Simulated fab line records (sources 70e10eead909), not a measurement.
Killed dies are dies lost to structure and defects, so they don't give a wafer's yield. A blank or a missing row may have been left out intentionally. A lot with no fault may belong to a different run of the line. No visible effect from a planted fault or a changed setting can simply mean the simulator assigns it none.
Matching of chambers -- flow nandHarc -- NHARC_A_CHANNEL_FILL_D1_ALD_25 on aldHk-02: 4 sister chambers
The step deposits SiOx, target thk 60 nm, pulse time 10 s, ald cycles 600. 4 wafers are shown with their chamber, then 8 later ones without.

== EACH WAFER AND ITS CHAMBER ==
wafer,chamber,heaterPowerW (W)
L106.1,1,459
L112.5,3,398
L112.6,0,403
L114.3,2,473

== WAFERS WITH NO CHAMBER GIVEN ==
wafer,heaterPowerW (W)
L114.4,382
L114.5,474
L115.3,391
L115.5,397
L115.6,397
L116.2,476
L116.1,391
L116.6,468

== WHICH CHAMBER EACH WENT THROUGH ==
wafer,from the rows above,in truth
L114.4,can't be placed: 3 or 0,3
L114.5,2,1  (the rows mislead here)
L115.3,can't be placed: 3 or 0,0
L115.5,can't be placed: 3 or 0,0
L115.6,can't be placed: 3 or 0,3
L116.2,2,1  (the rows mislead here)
L116.1,can't be placed: 3 or 0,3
L116.6,can't be placed: 2 or 1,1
0 of 8 placed correctly. From these rows, 6 cannot be placed; in 6 the true chamber is one of the candidates. Number placed wrongly: 2.
How it was worked out, from the rows above alone: a wafer's distance from a chamber is the root of the sum, over the readings, of the square of ((its reading less the chamber's mean) divided by the reading's scatter). The wafer belongs to the nearest chamber; if the next one is less than 2 further off, it can't be placed. The mean given for a chamber averages the wafers shown for that chamber. The scatter: with one shown wafer a chamber, the root of the mean of the squares of how far each hidden wafer lies from its nearest shown one.
